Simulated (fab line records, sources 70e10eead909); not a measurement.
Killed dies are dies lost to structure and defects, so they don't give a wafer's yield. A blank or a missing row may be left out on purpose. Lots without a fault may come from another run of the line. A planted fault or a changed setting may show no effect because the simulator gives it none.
fab line records | flow nand_harc
record lots=6 wafers=18 last_day=33
route steps=1302 shown A_ONON_D2@552 END@1302
lots that met no fault: from a run of the same line without faults
start_h: hours from the record's first day to the start of the lot's first wafer shown | wait_h: hours since the lot's step before | " the same as in the row above | L1.1+2: a row that stands for several wafers | - no value, or no start given | * or withheld: withheld | < > ~ a bound
route shown NAME@n: a module of which the file shows steps, and the number in the route of the first | usual: mean/standard deviation of fault-free wafers | same: alike in all rows | chamber/n: place in a boat | sites: the reading at each site | _std_site: their standard deviation | _edge_site: outer sites' mean less inner sites' | radius_mm: how far each site lies from the wafer's centre | mask NAME#n: copy n | behind: the tool/chamber that last shaped the wafer | hold: why the lot was held/for how many hours/how that ended | device: the transistor (n, p or np) that didn't switch | end of line: the same wafers' tests at the end of the route | a step without rows: its recipe alone | killed: dies lost to structure and defects at the first sort, not the wafer's yield | map: a wafer's dies, x killed, . not, _ none there
set.NAME: the setting as run; set.NAME@STEP: as run at that earlier step | model.NAME: the simulator's own value behind a step, which no gauge read
lots at some steps of the route; a table a step, a row a wafer
services: from which hour (start_h, from the record's first day; less than 0 if before it) a tool's chamber was out of use, for how many hours, and why
## steps
# step NHARC_A_ONON_D2_THK_MEAS_11
# recipe thk_meas_gauge=ellipsometry
# usual thk_nm=997/11
# columns lot.wafer tool chamber start_h wait_h thk_nm
L127.2 film_metro-02 - 274.74 - 978
L127.4 " - " " 979
L127.6 " - " " 978
L140.1 film_metro-01 - 413.92 - 998
L140.4 " - " " 999
L140.6 " - " " 998
L146.1 film_metro-02 - 465.99 - 987
L146.2 " - " " 988
L146.5 " - " " 989
L147.1 film_metro-01 - 479.27 - 1009
L147.3 " - " " 1009
L147.4 " - " " 1008
L149.2 film_metro-02 - 491.75 - 1009
L149.5 " - " " 1007
L149.6 " - " " 1007
L150.1 film_metro-01 - 510.76 - 993
L150.3 " - " " 993
L150.5 " - " " 992
# step NHARC_A_ONON_D2_DEP_12
# recipe target_thk_a=10000 n2_flow_sccm=2750 n2o_flow_sccm=2000 nh3_flow_sccm=500 sih4_flow_sccm=210 temp_c=400
# step NHARC_A_ONON_D2_THK_MEAS_14
# recipe thk_meas_gauge=ellipsometry
# usual thk_nm=999/8.6
# columns lot.wafer tool chamber start_h wait_h thk_nm
L127.2 film_metro-01 - 275.31 - 982
L127.4 " - " " 986
L127.6 " - " " 984
L140.1 film_metro-02 - 414.49 - 1000
L140.4 " - " " 999
L140.6 " - " " 998
L146.1 film_metro-01 - 466.56 - 997
L146.2 " - " " 999
L146.5 " - " " 998
L147.1 film_metro-01 - 479.83 - 1010
L147.3 " - " " 1010
L147.4 " - " " 1011
L149.2 film_metro-02 - 492.32 - 998
L149.5 " - " " 997
L149.6 " - " " 997
L150.1 film_metro-01 - 511.33 - 997
L150.3 " - " " 998
L150.5 " - " " 1000
# step NHARC_A_ONON_D2_ANNEAL_15
# recipe temp_c=750 time_s=3600
# step NHARC_A_ONON_D2_DEP_16
# recipe target_thk_a=10000 n2_flow_sccm=2750 n2o_flow_sccm=2000 nh3_flow_sccm=500 sih4_flow_sccm=210 temp_c=400
# step NHARC_A_ONON_D2_THK_MEAS_18
# recipe thk_meas_gauge=ellipsometry
# usual thk_nm=999/12
# columns lot.wafer tool chamber start_h wait_h thk_nm
L127.2 film_metro-01 - 284.95 - 1003
L127.4 " - " " 1005
L127.6 " - " " 1003
L140.1 film_metro-02 - 424.70 - 1016
L140.4 " - " " 1016
L140.6 " - " " 1015
L146.1 film_metro-02 - 474.31 - 979
L146.2 " - " " 978
L146.5 " - " " 977
L147.1 film_metro-02 - 487.17 - 1008
L147.3 " - " " 1011
L147.4 " - " " 1009
L149.2 film_metro-02 - 500.31 - 981
L149.5 " - " " 981
L149.6 " - " " 982
L150.1 film_metro-02 - 518.69 - 984
L150.3 " - " " 984
L150.5 " - " " 985
# step NHARC_A_ONON_D2_DEP_19
# recipe target_thk_a=10000 n2_flow_sccm=2750 n2o_flow_sccm=2000 nh3_flow_sccm=500 sih4_flow_sccm=210 temp_c=400
# step NHARC_A_ONON_D2_THK_MEAS_21
# recipe thk_meas_gauge=ellipsometry
# usual thk_nm=999/10
# columns lot.wafer tool chamber start_h wait_h thk_nm
L127.2 film_metro-01 - 285.52 - 1006
L127.4 " - " " 1006
L127.6 " - " " 1005
L140.1 film_metro-02 - 425.26 - 985
L140.4 " - " " 986
L140.6 " - " " 985
L146.1 film_metro-02 - 474.88 - 1016
L146.2 " - " " 1016
L146.5 " - " " 1016
L147.1 film_metro-02 - 487.75 - 988
L147.3 " - " " 988
L147.4 " - " " 990
L149.2 film_metro-01 - 500.88 - 1007
L149.5 " - " " 1009
L149.6 " - " " 1009
L150.1 film_metro-01 - 519.26 - 1021
L150.3 " - " " 1019
L150.5 " - " " 1021
# step NHARC_A_ONON_D2_DEP_22
# recipe target_thk_a=10000 n2_flow_sccm=2750 n2o_flow_sccm=2000 nh3_flow_sccm=500 sih4_flow_sccm=210 temp_c=400
# step NHARC_A_ONON_D2_THK_MEAS_24
# recipe thk_meas_gauge=ellipsometry
# usual thk_nm=1002/11
# columns lot.wafer tool chamber start_h wait_h thk_nm
L127.2 film_metro-02 - 286.08 - 1014
L127.4 " - " " 1013
L127.6 " - " " 1013
L140.1 film_metro-01 - 425.83 - 994
L140.4 " - " " 994
L140.6 " - " " 994
L146.1 film_metro-01 - 475.45 - 997
L146.2 " - " " 998
L146.5 " - " " 998
L147.1 film_metro-01 - 488.31 - 993
L147.3 " - " " 996
L147.4 " - " " 995
L149.2 film_metro-02 - 501.48 - 993
L149.5 " - " " 994
L149.6 " - " " 992
L150.1 film_metro-02 - 519.82 - 1008
L150.3 " - " " 1008
L150.5 " - " " 1007
# step NHARC_A_ONON_D2_DEP_25
# recipe target_thk_a=10000 n2_flow_sccm=2750 n2o_flow_sccm=2000 nh3_flow_sccm=500 sih4_flow_sccm=210 temp_c=400
# step NHARC_A_ONON_D2_THK_MEAS_27
# recipe thk_meas_gauge=ellipsometry
# usual thk_nm=1002/8.9
# columns lot.wafer tool chamber start_h wait_h thk_nm
L127.2 film_metro-01 - 286.64 - 1005
L127.4 " - " " 1005
L127.6 " - " " 1004
L140.1 film_metro-01 - 426.40 - 992
L140.4 " - " " 992
L140.6 " - " " 993
L146.1 film_metro-01 - 476.04 - 988
L146.2 " - " " 989
L146.5 " - " " 989
L147.1 film_metro-02 - 488.87 - 1006
L147.3 " - " " 1005
L147.4 " - " " 1006
L149.2 film_metro-01 - 502.05 - 999
L149.5 " - " " 997
L149.6 " - " " 998
L150.1 film_metro-02 - 520.39 - 976
L150.3 " - " " 979
L150.5 " - " " 977
# step NHARC_A_ONON_D2_DEP_28
# recipe target_thk_a=10000 n2_flow_sccm=2750 n2o_flow_sccm=2000 nh3_flow_sccm=500 sih4_flow_sccm=210 temp_c=400
# columns lot.wafer tool chamber start_h wait_h
L127.2+4+6 pecvd_onon-04 0 286.76 0.1
L140.1+4+6 pecvd_onon-02 0 426.45 0.1
L146.1+2+5 pecvd_onon-02 0 476.09 0.1
L147.1+3+4 pecvd_onon-04 0 488.93 0.1
L149.2+5+6 pecvd_onon-02 0 502.16 0.1
L150.1+3+5 pecvd_onon-04 0 520.44 0.1
# step NHARC_A_ONON_D2_THK_MEAS_30
# recipe thk_meas_gauge=ellipsometry
# usual thk_nm=998/13
# columns lot.wafer tool chamber start_h wait_h thk_nm
L127.2 film_metro-02 - 287.21 - 1012
L127.4 " - " " 1011
L127.6 " - " " 1011
L140.1 film_metro-01 - 426.97 - 1007
L140.4 " - " " 1008
L140.6 " - " " 1007
L146.1 film_metro-02 - 476.61 - 1036
L146.2 " - " " 1036
L146.5 " - " " 1035
L147.1 film_metro-02 - 489.44 - 1007
L147.3 " - " " 1006
L147.4 " - " " 1009
L149.2 film_metro-01 - 502.61 - 1059
L149.5 " - " " 1060
L149.6 " - " " 1060
L150.1 film_metro-02 - 520.96 - 1005
L150.3 " - " " 1002
L150.5 " - " " 1005
# step NHARC_A_ONON_D2_DEP_33
# recipe target_thk_a=2000 temp_c=400 pressure_torr=6.5 rf_w=900 teos_flow_sccm=161.4 flow_sccm=2650 target_thk_nm=200 gas=O2 material=SiO2
# usual heater_power_w=551/75 throttle_valve_pct=15.9/0.32
# columns lot.wafer tool chamber start_h wait_h heater_power_w throttle_valve_pct
L127.2 pecvd-04 0 287.31 0.1 523 16.1
L127.4 " 0 " " 536 15.8
L127.6 " 1 " " 520 15.7
L140.1 pecvd-04 1 427.07 0.1 477 15.5
L140.6 " 0 " " 664 15.9
L140.4 " 2 " " 680 16.0
L146.2 pecvd-02 2 476.67 0.1 475 16.3
L146.1 " 0 " " 607 16.1
L146.5 " 1 " " 473 15.5
L147.3 pecvd-02 1 489.55 0.1 493 15.3
L147.1 " 2 " " 559 15.9
L147.4 " 2 " " 579 16.0
L149.2 pecvd-02 1 502.91 0.3 445 15.5
L149.6 " 2 " " 592 16.1
L149.5 " 0 " " 563 16.1
L150.1 pecvd-04 0 521.02 0.1 665 15.6
L150.3 " 2 " " 644 16.6
L150.5 " 1 " " 435 15.5
# step NHARC_END_SORT_01
# recipe temp_c=25
# usual killed_at_array=63/17 killed_at_other=0.8/1.1 killed_at_periphery=3.5/3 killed_dies=67/17 killed_open=3.1/1.6 killed_short=2.6/1.4
# same gross_dies=677
# columns lot.wafer tool chamber start_h wait_h killed_at_array killed_at_other killed_at_periphery killed_dies killed_open killed_short
L146.1 prober-01 0 751.10 2.5 647 0 1 648 5 2
L146.2 prober-01 0 751.92 2.8 632 0 1 633 3 3
L146.5 prober-01 0 754.36 3.8 647 1 1 649 1 3
L149.2 prober-01 0 771.86 2.8 647 0 1 648 4 4
L149.5 prober-01 0 774.27 3.7 646 1 3 650 2 2
L149.6 prober-01 0 775.07 4.0 642 2 2 646 3 4
# killed by level:class
L146.1 A_ONON_D2:area_dep=566 A_CHANNEL_HOLE_D1:chamber_film_flake=31 A_SLIT:chamber_film_flake=29 A_CONTACT:chamber_film_flake=5 A_CHANNEL_HOLE_D2:chamber_film_flake=3 A_STAIRCASE:chamber_film_flake=2 A_ONON_D1:geometric_particle:short=1 A_ONON_D1:geometric_particle:open=1
L146.2 A_ONON_D2:area_dep=544 A_CHANNEL_HOLE_D1:chamber_film_flake=31 A_SLIT:chamber_film_flake=31 A_CHANNEL_HOLE_D2:chamber_film_flake=7 A_STAIRCASE:chamber_film_flake=6 A_CONTACT:chamber_film_flake=3 A_BLC:chamber_film_flake=3 A_CHANNEL_FILL_D2:chamber_film_flake=2
L146.5 A_ONON_D2:area_dep=545 A_SLIT:chamber_film_flake=39 A_CHANNEL_HOLE_D1:chamber_film_flake=35 A_CONTACT:chamber_film_flake=7 A_BLC:chamber_film_flake=5 A_DECK1_JOINT:chamber_film_flake=3 A_CHANNEL_HOLE_D2:chamber_film_flake=3 A_CHANNEL_FILL_D2:chamber_film_flake=2
L149.2 A_ONON_D2:area_dep=588 A_CHANNEL_HOLE_D2:chamber_film_flake=24 A_CHANNEL_HOLE_D1:chamber_film_flake=13 A_SLIT:chamber_film_flake=9 A_CONTACT:chamber_film_flake=3 A_DECK1_JOINT:geometric_particle:open=2 A_STAIRCASE:chamber_film_flake=2 P_CONTACT:geometric_particle:short=1
L149.5 A_ONON_D2:area_dep=592 A_CHANNEL_HOLE_D2:chamber_film_flake=31 A_SLIT:chamber_film_flake=10 A_CHANNEL_HOLE_D1:chamber_film_flake=7 A_CONTACT:chamber_film_flake=3 P_CONTACT:geometric_particle:short=1 P_CONTACT:geometric_particle:open=1 A_WL_FILL:geometric_particle:short=1
L149.6 A_ONON_D2:area_dep=600 A_CHANNEL_HOLE_D2:chamber_film_flake=21 A_CHANNEL_HOLE_D1:chamber_film_flake=14 A_SLIT:chamber_film_flake=3 P_M0:geometric_particle:open=2 A_DECK1_JOINT:geometric_particle:open=1 A_ONON_D2:geometric_particle:short=1 A_CHANNEL_FILL_D2:geometric_particle:short=1
# map L146.5 (x killed, . not)
____________x____________
_________xxxxxxx_________
_______xxxx.xxxxxx_______
______xxxxxxxxxxxxx______
_____xxxxxxxxxxxxxxx_____
____xxxxxxxxxxxxxxxxx____
____xxxxx.xxxxxxxxxxx____
___xxxxxxxxxxxxxxxx.xx___
___xxxxxxxxxxxxxxxxxxx___
__xxxxxxxxxxxxxxxxxxxxx__
__xxxxxxxxxxxxxxx.xxxxx__
_xxxxxxxxxxxxxxxxxx.xxxx_
_xxxxxxxxxxxxx.xxxxxxxxx_
_xxxxxxxxxxxxxxxxxxxxxxx_
_.xxxxxx.xx.xxxxxxxxxxxx_
_xxxxxxxxxxxxx.xxxxxxxxx_
xxxxx.xxxxxxxxxxxxxxxxxxx
xxxxxxxxxxxxxxxxxxxxxxxx.
xxxxxxxxxxxxxxx.xxxxxx.xx
xxxxxxx.xxxxxxxxxxxxxxxxx
xxxxxxxxxxxxxxxxxxxxxxxx.
_xxxxxx.xxx.x.xxxxxx.xxx_
_xxxxxxxxxxxxxxxxxxxxxxx_
_xxxxxxxxxxx.xxxxxxxxxx._
_xxxxxxxxxxxxxxxxxxxxxxx_
_xxxxxxxxxxxxxxxxxxxxxxx_
__xxxxx.xxxxxxxxxxxxxxx__
__xxxxxxxxxxxxxxxxxxxxx__
___xxxxxxxxxxxxxxxxxxx___
___xxxxxxxxxx.xxxxxxxx___
____xxxxxxx.xxxxxxxxx____
____xxxxxxxxxxxxxxxxx____
_____xxxxxxxxx.xxxxx_____
______xxxxxxxxxxx.x______
_______xxxxxxxxxx._______
_________xxxxxxx_________
____________x____________
# map L149.5 (x killed, . not)
____________x____________
_________xxxxxxx_________
_______xxxxxxxxxxx_______
______xxxxxxx.xxxxx______
_____xxxxxx.xxxxxxxx_____
____xxxxxx.xxxx.xxxxx____
____xxxxxxxxxxxxxxxxx____
___xxxxxxxxxxx.xxxxxxx___
___xxxxxxxxx.xxxxxxxxx___
__xxx.xxxxxxxxxxxxxxxxx__
__xxxxxxxxxxxxxxxxxxxxx__
_xxxxxxxxxxxxxxxxx.xxxx._
_xxxxxxxxxxxxx.xxxxxxxxx_
_xxxxxxxxxxxxxxxxxxxxxxx_
_xxxxxxxx.xxxxxxxxxxxxxx_
_xxxxxxxxxxxxxxxxxxxxxxx_
xxxxxxxxxxxxxxxxxxxxxxxxx
xxxxxxxxxxxxxxxxxxxxxxxxx
xxxxxxxxxxxxxxxxxxxxxxxxx
xxxxxxxxxxxxxxxxxxxxxxxxx
x.xxxxxxxxxxxx.xxxxxxxxxx
_xxxxxxxxxxxxxxxxxxxxxxx_
_xxxx..xxxxxxxxxxxxxxx.x_
_xxxxxxxxxxxxxxxxxxxx.xx_
_xxxxxxxxxxxxxxxxx.xxxxx_
_xxx.xxxxxxxxxxxxxx.xxxx_
__xxxxxxxxxxxxxxxxxxxxx__
__xx.xxxxxxxxx.xxxxxxx.__
___xxxxxxxxxxxxxxxxxx.___
___xxxxxxxxxxxxxxxxxxx___
____xxxxxxxxx.xxxxxxx____
____xxxxxxxxxxxxxxxxx____
_____xxxxxxxxxxxxxxx_____
______xxxxxxxxxxxxx______
_______xxx.xxxxxxx_______
_________xxx.xxx_________
____________x____________
## services
# columns tool chamber start_h hours kind
pecvd-04 - 269.12 13.0 pm
pecvd-04 0 269.12 13.0 vent_cycle
pecvd-04 1 269.12 13.0 vent_cycle
pecvd-04 2 269.12 13.0 vent_cycle
pecvd-04 0 282.12 - clean
pecvd-04 1 282.12 - clean
pecvd-04 2 282.12 - clean
pecvd-04 - 298.80 0.3 repair
pecvd_onon-04 - 311.28 13.0 pm
pecvd-02 - 343.00 5.2 repair
pecvd_onon-02 - 366.18 13.0 pm
pecvd-02 - 408.10 13.0 pm
pecvd-02 0 408.10 13.0 vent_cycle
pecvd-02 1 408.10 19.1 vent_cycle
pecvd-02 2 408.10 13.0 vent_cycle
pecvd-02 0 421.10 - clean
pecvd-02 2 421.10 - clean
pecvd-04 1 431.21 6.5 repair
pecvd-04 - 450.17 13.0 pm
pecvd-04 0 450.17 13.0 vent_cycle
pecvd-04 1 450.17 13.0 vent_cycle
pecvd-04 - 469.02 0.7 repair
pecvd_onon-04 - 492.28 13.0 pm
pecvd-02 - 493.86 0.6 repair
## key
first_sign step=NHARC_A_ONON_D2_THK_MEAS_30 reading=thk_nm direction=up sigmas=3.9 usual=998 struck=1048
effect step=NHARC_END_SORT_01 reading=killed_at_array direction=up sigmas=33 usual=63 struck=644
more_kills_born_at NHARC_A_ONON_D2_DEP_28@pecvd_onon-02=3435
met_at NHARC_A_ONON_D2_DEP_28
struck_wafers L146.1,L146.2,L146.5,L149.2,L149.5,L149.6
later_rows_left_out L146.1,L146.2,L146.5,L149.2,L149.5,L149.6
tester_left_out L146,L149
onset_between 426.45 476.09
fault kind=process_parameter_drift tool=pecvd_onon-02 chamber=- onset_h=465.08 steps=NHARC_A_ONON_D2_DEP_28 channel=target_thk_a offset=* shape=step end_h=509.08 acts_in=* stated=*
# tester_left_out: of these lots the tester's yield and bins aren't shown, on N5 and GAA mostly nor the transistor test; their killed dies are dies lost to structure and defects alone, not to doping, threshold or leakage, so they don't give the yield
# later_rows_left_out: the simulator's readings of these wafers behind a module that went badly wrong aren't trusted and aren't shown, but for the sort
